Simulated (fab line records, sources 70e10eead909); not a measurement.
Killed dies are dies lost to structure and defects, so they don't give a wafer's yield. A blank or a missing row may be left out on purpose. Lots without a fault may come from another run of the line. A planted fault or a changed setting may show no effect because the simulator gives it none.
A struck lot beside a sound one | flow nand_harc | 24 steps out of a route of 1302
Sound: wafers L144.1, L144.2, L144.6. Struck: wafers L149.3, L149.4. (L149.1 of the same lot was not struck and is left out.) The cause comes at the end.
At each step with rows: each side's tool, then ch and its chambers, then its first start. Under that, the readings that differ: sound wafers | struck wafers | difference of the means | sigmas: that difference in standard deviations of wafers without a fault.
alike: readings whose means differ by less than 2 such deviations, and words and numbers that are the same on both sides. not compared: withheld readings, readings that some wafer has no value for, bounds like >300 that may hide the same value, and numbers for which the record gives no deviation and whose values overlap.
The two part at a step that has a row with sigmas, a row that says differs or no value, or rows on one side only. Numbers that don't overlap but have no deviation are shown without sigmas and don't part them. A reading that every wafer of one side lacks parts them only if that side has two wafers or more.

NHARC_A_STAIRCASE_DEP_417: deposits Si3N4, target thk 60 nm.
  sound on pecvd-01 ch 0,2, day 19 08:19; struck on pecvd-03 ch 1,2, day 21 23:20
  alike: heater_power_w
then, 3 steps without rows for these wafers: NHARC_A_STAIRCASE_WET_418 (chemistry H3PO4, target depth 20 nm); NHARC_A_STAIRCASE_PRECLEAN_419 (cleans in SC1); NHARC_A_STAIRCASE_SRD_421.
NHARC_A_STAIRCASE_ALD_420: deposits SiO2, target thk 20 nm, pulse time 6 s, ald cycles 200.
  sound on ald_hk-02 ch 0,1,3, day 19 11:11; struck on ald_hk-02 ch 0,1, day 22 02:11
  alike: heater_power_w, precursor_pulse_height_rel
then, 3 steps without rows for these wafers: NHARC_A_STAIRCASE_CVD_552 (deposits SiNx, target thk 40 nm); NHARC_A_STAIRCASE_DEP_151 (deposits SiO2, target thk 7200 nm); NHARC_A_STAIRCASE_ANNEAL_320 (time 1800 s).
NHARC_A_STAIRCASE_DEP_322: deposits SiO2, target thk 7200 nm.
  sound on pecvd-01 ch 0,1, day 20 04:30; struck on pecvd-04 ch 0,1, day 22 17:37
  alike: heater_power_w, mfc_precursor_sccm
then, 1 step without rows for these wafers: NHARC_A_STAIRCASE_ANNEAL_323 (time 1800 s).
NHARC_A_STAIRCASE_DEP_325: deposits SiO2, target thk 7200 nm.
  sound on pecvd-04 ch 0,2, day 20 13:40; struck on pecvd-04 ch 2, day 23 00:40
  reading                   | sound             | struck    | difference | sigmas
  mfc_precursor_sccm (sccm) | 200.0 200.6 199.6 | 67.7 67.7 | -132.4     | -99 or more
  alike: heater_power_w
then, 11 steps without rows for these wafers: NHARC_A_STAIRCASE_ANNEAL_326 (time 1800 s); NHARC_A_STAIRCASE_DEHYDRATE_433 (time 120 s); NHARC_A_STAIRCASE_HMDS_434 (time 30 s); NHARC_A_STAIRCASE_COAT_435; NHARC_A_STAIRCASE_SOFTBAKE_436 (time 170 s); NHARC_A_STAIRCASE_EBR_437; NHARC_A_STAIRCASE_EXPOSE_438 (exposes mask STAIR REV); NHARC_A_STAIRCASE_PEB_439 (peb time 130 s); NHARC_A_STAIRCASE_DEVELOP_440 (time 140 s); NHARC_A_STAIRCASE_HARDBAKE_442 (time 140 s); NHARC_A_STAIRCASE_DESCUM_443 (chemistry O2, time 3 s).
NHARC_A_STAIRCASE_ETCH_444: etches the open film in C4F8/O2, target depth 20400 nm, time 6800 s.
  sound on rie_diel-03 ch 2,3, day 20 22:16; struck on rie_diel-03 ch 0,3, day 23 11:11
  alike: oes_product_au, rf_vpp_V
  not compared: rf_hours_counter_h
NHARC_A_STAIRCASE_STRIP_446: strips in O2.
  sound on plasma_asher-01 ch 0,1, day 21 03:01; struck on plasma_asher-01 ch 0,1, day 23 18:21
  reading | sound | struck                                            | difference                   | sigmas
  hold    | - - - | await_dispo/2.5h/release await_dispo/2.5h/release | no value on the sound wafers |
  alike: drypump_motor_current_A, heater_power_w, rf_refl_power_W
  not compared: rf_hours_counter_h

WHERE THEY PART
First at NHARC_A_STAIRCASE_DEP_325; last, within this record, at NHARC_A_STAIRCASE_STRIP_446.

WHY: what the simulator had put in
Process parameter drift: pecvd-04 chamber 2, from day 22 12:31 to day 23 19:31, at NHARC_A_STAIRCASE_DEP_325. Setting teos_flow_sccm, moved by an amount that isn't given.
